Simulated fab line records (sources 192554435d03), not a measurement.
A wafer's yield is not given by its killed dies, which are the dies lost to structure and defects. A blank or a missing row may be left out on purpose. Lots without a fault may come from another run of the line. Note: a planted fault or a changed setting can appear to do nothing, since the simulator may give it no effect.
Problem report, 8D (eight disciplines) form, completed by code | flow n5 finfet | the parts of the form that need people (team, actions taken, sign-off) are left out

1. WHAT IS WRONG
spin speed rpm at N5_BEOL_M9_COAT_60 reads a mean of 1459.5 rpm on 6 wafers of 2 lots; wafers without a fault read 1500.1 rpm with a standard deviation of 1. That is -41 standard deviations from the usual mean.
The step: time 60 s, resist thk 30 nm.
First observed at day 12 18:03: wafer L483.1, on litho track-02. The record has a number at this step for 33 wafers belonging to 11 lots. By rule, "out" or "out of limits" means more than 4 standard deviations away from the usual mean. The rest of the wafers with a number are treated as sound.

2. WHAT IT IS AND WHAT IT IS NOT
question                    | is                     | is not
which readings at this step | spin speed rpm         | -
which lots                  | L483, L485             | L475, L476, L478, L482, L492, L493, L495, L496, L497
which wafers of those lots  | all that have a number | -
read on which tools         | litho track-02         | litho track-01, litho track-04
when                        | from day 12 18:03      | up to then (9 sound wafers); but 18 sound wafers of L482, L492, L493, L495, L496, L497 came after

3. THE SUSPECTS, EACH WITH WHAT RULES IT OUT
Counting: a tool stays on the suspect list if, at a process step up to the reading, it processed all lots that are out and no sound lot following the first of them.
- cmp-04 at N5_BEOL_M8_CMP_52 (polishes, stops on SiCOH lowk, t overpolish 6.9 s, target thk 80 nm): kept. Every lot that is out went through it, starting with L483 (day 12 15:20), and after that it ran no sound lot; the last sound lot it ran before then is L478 (day 10 18:44).
- litho track-02 at N5_BEOL_M9_COAT_60 (time 60 s, resist thk 30 nm): ruled out as a lasting fault. After its first lot that is out, L483 (day 12 18:03), sound lots L492, L495 ran on it.
Remaining after the count: cmp-04 at N5_BEOL_M8_CMP_52.

4. THE CAUSE (what the simulator had put in)
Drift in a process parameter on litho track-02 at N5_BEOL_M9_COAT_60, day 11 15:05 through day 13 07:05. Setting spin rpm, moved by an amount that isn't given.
Counting ruled it out, wrongly.

5. THE EFFECT CHAIN, in route order
One row per reading whose mean, taken over the struck wafers that have a number, lies over 3 standard deviations from the usual. Only readings for which the record gives a usual standard deviation are gone through. hours: the time from each lot's start at the first step in this table that gives one to its start at this step, as a median over the lots. sigmas: the change in usual standard deviations.
hours | step               | reading        | usual      | on struck wafers | change | sigmas
0     | N5_BEOL_M9_COAT_60 | spin speed rpm | 1500.1 rpm | 1459.5           | -40.6  | -41
Its process steps:
- N5_BEOL_M9_COAT_60: time 60 s, resist thk 30 nm.

6. HOW IT WOULD HAVE BEEN CAUGHT EARLIER
In this record the first reading out of limits was taken at day 12 18:03, 27 hours after the fault began at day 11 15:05.
